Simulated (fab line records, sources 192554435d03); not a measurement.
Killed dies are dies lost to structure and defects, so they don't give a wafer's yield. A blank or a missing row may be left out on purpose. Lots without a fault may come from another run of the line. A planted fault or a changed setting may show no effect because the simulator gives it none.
Chamber matching | flow n5_finfet | N5_MOL_CONTACT_COAG_ALD_133 on ald_sin-04: 4 sister chambers
The step deposits SiO2, target thk 5 nm, pulse time 1 s, co reactant pulse time 1 s. 18 wafers are shown with their chamber, then 9 later ones without.

WAFERS WITH THEIR CHAMBER
wafer  | chamber | heater_power_w (W) | precursor_pulse_height_rel
L075.1 | 0       | 81                 | 0.993
L075.3 | 3       | 85                 | 0.996
L075.5 | 2       | 67                 | 1.009
L077.3 | 0       | 80                 | 0.993
L077.5 | 3       | 84                 | 1.019
L077.6 | 0       | 80                 | 1.026
L079.2 | 0       | 80                 | 0.988
L079.3 | 2       | 69                 | 1.013
L079.6 | 1       | 73                 | 0.982
L080.1 | 3       | 86                 | 0.975
L080.3 | 2       | 67                 | 0.971
L080.5 | 3       | 85                 | 0.953
L083.3 | 0       | 82                 | 1.009
L083.4 | 3       | 83                 | 0.997
L083.5 | 1       | 75                 | 1.009
L085.2 | 3       | 85                 | 0.967
L085.3 | 1       | 75                 | 1.017
L085.5 | 1       | 77                 | 0.991

SIGNATURES (means of the wafers above)
reading                    | chamber 0 | chamber 1 | chamber 2 | chamber 3 | scatter within a chamber
heater_power_w             | 80.60     | 75.00     | 67.67     | 84.67     | 1.17
precursor_pulse_height_rel | 1.00180   | 0.99975   | 0.99767   | 0.98450   | 0.0202
Rule: a wafer's distance from a chamber is the root of the sum, over the readings, of the square of ((its reading less the chamber's mean) divided by the reading's scatter). The wafer belongs to the nearest chamber; if the next one is less than 2 further off, it can't be placed. The scatter: the root of (the sum of the squares of (reading less its chamber's mean) over the shown wafers, divided by (wafers less chambers)).

WAFERS WITHOUT THEIR CHAMBER
wafer  | heater_power_w (W) | precursor_pulse_height_rel
L086.1 | 83                 | 0.986
L086.4 | 80                 | 1.002
L086.6 | 68                 | 0.997
L087.1 | 87                 | 0.997
L087.4 | 79                 | 0.999
L087.5 | 83                 | 1.014
L091.1 | 81                 | 0.990
L091.3 | 70                 | 0.969
L091.5 | 85                 | 0.995

WHICH CHAMBER EACH WENT THROUGH
wafer  | from the rows above     | in truth
L086.1 | can't be placed: 3 or 0 | 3
L086.4 | 0                       | 0
L086.6 | 2                       | 2
L087.1 | 3                       | 3
L087.4 | 0                       | 0
L087.5 | can't be placed: 3 or 0 | 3
L091.1 | 0                       | 0
L091.3 | 2                       | 2
L091.5 | 3                       | 3
Placed correctly: 7 of 9. Can't be placed from these rows: 2 (the true chamber is among the candidates in 2). Placed wrongly: 0.
